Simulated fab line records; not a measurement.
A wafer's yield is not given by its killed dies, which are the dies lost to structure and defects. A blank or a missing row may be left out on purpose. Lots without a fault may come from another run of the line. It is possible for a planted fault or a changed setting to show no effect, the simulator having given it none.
Split-lot trial || flow n5Finfet || 39 wafers read from 7 lots, route of 1938 steps

SPLIT DETAILS
At N5_FIN_CUT_CUT_ETCH_15 (etches Si in HBr/Cl2/O2, target depth 100 nm, bt time 10 s, time 42.4 s), the setting targetDepthA was moved away from the recipe's 1000 angstrom on 15 of the 39 wafers read, by -9.6% to +12.0%. For the rest of the wafers, this setting stayed at what the recipe calls for.

The split's own step is where the reading is taken.

THE READING
SOC_of_FIN_CUT_COAT_18.thkNm (the simulator's own value, which no gauge read), in nm, at N5_FIN_CUT_CUT_ETCH_15 (etches Si in HBr/Cl2/O2, target depth 100 nm, bt time 10 s, time 42.4 s). The file does not state a usual value for it. Across the 24 wafers here that went through the recipe, the average is 170.5 nm and the standard deviation 1.1 nm.

{"wafer": "L075.1", "tool, chamber at the split": "rieSi-03, 2", "targetDepthA as run, angstrom": 1000, "against the recipe": "recipe", "SOC_of_FIN_CUT_COAT_18.thkNm, nm": 171.2, "against lot-mates on the recipe": "-"}
{"wafer": "L075.2", "tool, chamber at the split": "rieSi-03, 0", "targetDepthA as run, angstrom": 903.6, "against the recipe": "-9.6%", "SOC_of_FIN_CUT_COAT_18.thkNm, nm": 175.4, "against lot-mates on the recipe": "+4.3"}
{"wafer": "L075.3", "tool, chamber at the split": "rieSi-03, 1", "targetDepthA as run, angstrom": 1000, "against the recipe": "recipe", "SOC_of_FIN_CUT_COAT_18.thkNm, nm": 171.2, "against lot-mates on the recipe": "-"}
{"wafer": "L075.4", "tool, chamber at the split": "rieSi-03, 3", "targetDepthA as run, angstrom": 903.6, "against the recipe": "-9.6%", "SOC_of_FIN_CUT_COAT_18.thkNm, nm": 175.2, "against lot-mates on the recipe": "+4.1"}
{"wafer": "L075.5", "tool, chamber at the split": "rieSi-03, 1", "targetDepthA as run, angstrom": 903.6, "against the recipe": "-9.6%", "SOC_of_FIN_CUT_COAT_18.thkNm, nm": 176.2, "against lot-mates on the recipe": "+5.1"}
{"wafer": "L075.6", "tool, chamber at the split": "rieSi-03, 2", "targetDepthA as run, angstrom": 1000, "against the recipe": "recipe", "SOC_of_FIN_CUT_COAT_18.thkNm, nm": 171, "against lot-mates on the recipe": "-"}
{"wafer": "L077.1", "tool, chamber at the split": "rieSi-01, 2", "targetDepthA as run, angstrom": 1000, "against the recipe": "recipe", "SOC_of_FIN_CUT_COAT_18.thkNm, nm": 170.2, "against lot-mates on the recipe": "-"}
{"wafer": "L077.2", "tool, chamber at the split": "rieSi-01, 3", "targetDepthA as run, angstrom": 1000, "against the recipe": "recipe", "SOC_of_FIN_CUT_COAT_18.thkNm, nm": 168.8, "against lot-mates on the recipe": "-"}
{"wafer": "L077.3", "tool, chamber at the split": "rieSi-01, 1", "targetDepthA as run, angstrom": 1000, "against the recipe": "recipe", "SOC_of_FIN_CUT_COAT_18.thkNm, nm": 170.6, "against lot-mates on the recipe": "-"}
{"wafer": "L077.4", "tool, chamber at the split": "rieSi-01, 0", "targetDepthA as run, angstrom": 1000, "against the recipe": "recipe", "SOC_of_FIN_CUT_COAT_18.thkNm, nm": 169.6, "against lot-mates on the recipe": "-"}
{"wafer": "L077.5", "tool, chamber at the split": "rieSi-01, 3", "targetDepthA as run, angstrom": 1000, "against the recipe": "recipe", "SOC_of_FIN_CUT_COAT_18.thkNm, nm": 167.2, "against lot-mates on the recipe": "-"}
{"wafer": "L077.6", "tool, chamber at the split": "rieSi-01, 2", "targetDepthA as run, angstrom": 1000, "against the recipe": "recipe", "SOC_of_FIN_CUT_COAT_18.thkNm, nm": 172.4, "against lot-mates on the recipe": "-"}
{"wafer": "L079.1", "tool, chamber at the split": "rieSi-03, 1", "targetDepthA as run, angstrom": 1000, "against the recipe": "recipe", "SOC_of_FIN_CUT_COAT_18.thkNm, nm": 170.8, "against lot-mates on the recipe": "-"}
{"wafer": "L079.2", "tool, chamber at the split": "rieSi-03, 3", "targetDepthA as run, angstrom": 1120, "against the recipe": "+12.0%", "SOC_of_FIN_CUT_COAT_18.thkNm, nm": 167.2, "against lot-mates on the recipe": -3.6}
{"wafer": "L079.3", "tool, chamber at the split": "rieSi-03, 2", "targetDepthA as run, angstrom": 1120, "against the recipe": "+12.0%", "SOC_of_FIN_CUT_COAT_18.thkNm, nm": 165.4, "against lot-mates on the recipe": -5.4}
{"wafer": "L079.4", "tool, chamber at the split": "rieSi-03, 0", "targetDepthA as run, angstrom": 1000, "against the recipe": "recipe", "SOC_of_FIN_CUT_COAT_18.thkNm, nm": 170.4, "against lot-mates on the recipe": "-"}
{"wafer": "L079.5", "tool, chamber at the split": "rieSi-03, 3", "targetDepthA as run, angstrom": 1000, "against the recipe": "recipe", "SOC_of_FIN_CUT_COAT_18.thkNm, nm": 171.2, "against lot-mates on the recipe": "-"}
{"wafer": "L079.6", "tool, chamber at the split": "rieSi-03, 0", "targetDepthA as run, angstrom": 1120, "against the recipe": "+12.0%", "SOC_of_FIN_CUT_COAT_18.thkNm, nm": 164.6, "against lot-mates on the recipe": -6.2}
{"wafer": "L092.1", "tool, chamber at the split": "rieSi-03, 1", "targetDepthA as run, angstrom": 1120, "against the recipe": "+12.0%", "SOC_of_FIN_CUT_COAT_18.thkNm, nm": 165.8, "against lot-mates on the recipe": -4.5}
{"wafer": "L092.2", "tool, chamber at the split": "rieSi-03, 3", "targetDepthA as run, angstrom": 1000, "against the recipe": "recipe", "SOC_of_FIN_CUT_COAT_18.thkNm, nm": 170.8, "against lot-mates on the recipe": "-"}
{"wafer": "L092.3", "tool, chamber at the split": "rieSi-03, 2", "targetDepthA as run, angstrom": 1120, "against the recipe": "+12.0%", "SOC_of_FIN_CUT_COAT_18.thkNm, nm": 167.2, "against lot-mates on the recipe": -3.1}
{"wafer": "L092.4", "tool, chamber at the split": "rieSi-03, 0", "targetDepthA as run, angstrom": 1000, "against the recipe": "recipe", "SOC_of_FIN_CUT_COAT_18.thkNm, nm": 169.8, "against lot-mates on the recipe": "-"}
{"wafer": "L092.5", "tool, chamber at the split": "rieSi-03, 1", "targetDepthA as run, angstrom": 1120, "against the recipe": "+12.0%", "SOC_of_FIN_CUT_COAT_18.thkNm, nm": 166.2, "against lot-mates on the recipe": -4.1}
{"wafer": "L092.6", "tool, chamber at the split": "rieSi-03, 2", "targetDepthA as run, angstrom": 1000, "against the recipe": "recipe", "SOC_of_FIN_CUT_COAT_18.thkNm, nm": 170.2, "against lot-mates on the recipe": "-"}
{"wafer": "L093.1", "tool, chamber at the split": "rieSi-03, 1", "targetDepthA as run, angstrom": 1000, "against the recipe": "recipe", "SOC_of_FIN_CUT_COAT_18.thkNm, nm": 170.6, "against lot-mates on the recipe": "-"}
{"wafer": "L093.2", "tool, chamber at the split": "rieSi-03, 0", "targetDepthA as run, angstrom": 917.9, "against the recipe": "-8.2%", "SOC_of_FIN_CUT_COAT_18.thkNm, nm": 173.8, "against lot-mates on the recipe": "+3.1"}
{"wafer": "L093.3", "tool, chamber at the split": "rieSi-03, 2", "targetDepthA as run, angstrom": 917.9, "against the recipe": "-8.2%", "SOC_of_FIN_CUT_COAT_18.thkNm, nm": 173.2, "against lot-mates on the recipe": "+2.5"}
{"wafer": "L093.4", "tool, chamber at the split": "rieSi-03, 3", "targetDepthA as run, angstrom": 917.9, "against the recipe": "-8.2%", "SOC_of_FIN_CUT_COAT_18.thkNm, nm": 175.2, "against lot-mates on the recipe": "+4.5"}
{"wafer": "L093.5", "tool, chamber at the split": "rieSi-03, 1", "targetDepthA as run, angstrom": 1000, "against the recipe": "recipe", "SOC_of_FIN_CUT_COAT_18.thkNm, nm": 171.2, "against lot-mates on the recipe": "-"}
{"wafer": "L093.6", "tool, chamber at the split": "rieSi-03, 2", "targetDepthA as run, angstrom": 1000, "against the recipe": "recipe", "SOC_of_FIN_CUT_COAT_18.thkNm, nm": 170.4, "against lot-mates on the recipe": "-"}
{"wafer": "L095.1", "tool, chamber at the split": "rieSi-03, 0", "targetDepthA as run, angstrom": 1000, "against the recipe": "recipe", "SOC_of_FIN_CUT_COAT_18.thkNm, nm": 169.8, "against lot-mates on the recipe": "-"}
{"wafer": "L095.2", "tool, chamber at the split": "rieSi-03, 3", "targetDepthA as run, angstrom": 904.8, "against the recipe": "-9.5%", "SOC_of_FIN_CUT_COAT_18.thkNm, nm": 173.4, "against lot-mates on the recipe": "+3.2"}
{"wafer": "L095.3", "tool, chamber at the split": "rieSi-03, 1", "targetDepthA as run, angstrom": 1000, "against the recipe": "recipe", "SOC_of_FIN_CUT_COAT_18.thkNm, nm": 171.6, "against lot-mates on the recipe": "-"}
{"wafer": "L095.4", "tool, chamber at the split": "rieSi-03, 2", "targetDepthA as run, angstrom": 904.8, "against the recipe": "-9.5%", "SOC_of_FIN_CUT_COAT_18.thkNm, nm": 172.6, "against lot-mates on the recipe": "+2.4"}
{"wafer": "L095.5", "tool, chamber at the split": "rieSi-03, 2", "targetDepthA as run, angstrom": 1000, "against the recipe": "recipe", "SOC_of_FIN_CUT_COAT_18.thkNm, nm": 169.2, "against lot-mates on the recipe": "-"}
{"wafer": "L095.6", "tool, chamber at the split": "rieSi-03, 1", "targetDepthA as run, angstrom": 904.8, "against the recipe": "-9.5%", "SOC_of_FIN_CUT_COAT_18.thkNm, nm": 173.4, "against lot-mates on the recipe": "+3.2"}
{"wafer": "L097.1", "tool, chamber at the split": "rieSi-01, 0", "targetDepthA as run, angstrom": 1000, "against the recipe": "recipe", "SOC_of_FIN_CUT_COAT_18.thkNm, nm": 170.6, "against lot-mates on the recipe": "-"}
{"wafer": "L097.2", "tool, chamber at the split": "rieSi-01, 1", "targetDepthA as run, angstrom": 1000, "against the recipe": "recipe", "SOC_of_FIN_CUT_COAT_18.thkNm, nm": 172.4, "against lot-mates on the recipe": "-"}
{"wafer": "L097.5", "tool, chamber at the split": "rieSi-01, 2", "targetDepthA as run, angstrom": 1000, "against the recipe": "recipe", "SOC_of_FIN_CUT_COAT_18.thkNm, nm": 171.4, "against lot-mates on the recipe": "-"}

THE FIT
A straight line over all 39 wafers: SOC_of_FIN_CUT_COAT_18.thkNm changes by -0.389 nm for each +1% of targetDepthA; r = -0.92; the points scatter about the line by 1.1 nm.
The same after taking each lot's own level away (the mean of its wafers on the recipe; 39 wafers): -0.381 nm for each +1%; r = -0.93; scatter 0.97 nm.
On that fit, the largest move of targetDepthA shifts the reading by 4.6 nm.
The lots' own levels span 169.80 to 171.47 nm, that is 1.5 times the standard deviation above.
Consequently the slope shifts little with the lot-to-lot level, the two slopes agreeing.
Check: with one of the wafers moved furthest among these (+12.0%) left out of the fit, the line predicts -4.66 nm for it against its lot-mates. It came out at -3.6 nm against them.

THE OTHER SPLITS THESE WAFERS WENT THROUGH
Before the reading, these wafers also passed through other splits. Each is held against what the fit with the lots' levels taken away leaves over:
{"other split on the same wafers": "N5_FIN_SAQP_ALD_61 aldCycles", "wafers away from the commonest value": 18, "r with SOC_of_FIN_CUT_COAT_18.thkNm (lot level and that fit taken away)": "+0.09"}

THE WHOLE CHAIN: every reading that the file lists as answering this split, in the file's order
{"step": "N5_FIN_CUT_CUT_ETCH_15", "what it does": "etches Si in HBr/Cl2/O2, target depth 100 nm, bt time 10 s, time 42.4 s", "reading": "etch.depthNm (the simulator's own value, which no gauge read)", "change (the file's fit)": "+0.984 nm for each +1% of the setting", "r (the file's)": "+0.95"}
{"step": "N5_FIN_CUT_CUT_ETCH_15", "what it does": "etches Si in HBr/Cl2/O2, target depth 100 nm, bt time 10 s, time 42.4 s", "reading": "FIN_CUT.featureDepthNm (the simulator's own value, which no gauge read)", "change (the file's fit)": "+0.983 nm for each +1% of the setting", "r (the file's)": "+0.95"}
{"step": "N5_FIN_CUT_CUT_ETCH_15", "what it does": "etches Si in HBr/Cl2/O2, target depth 100 nm, bt time 10 s, time 42.4 s", "reading": "SOC_of_FIN_CUT_COAT_18.thkNm (the simulator's own value, which no gauge read)", "change (the file's fit)": "-0.381 nm for each +1% of the setting", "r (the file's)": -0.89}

FILE'S OWN FIT
SOC_of_FIN_CUT_COAT_18.thkNm changes by -0.381 nm for each +1% of targetDepthA, r = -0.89.
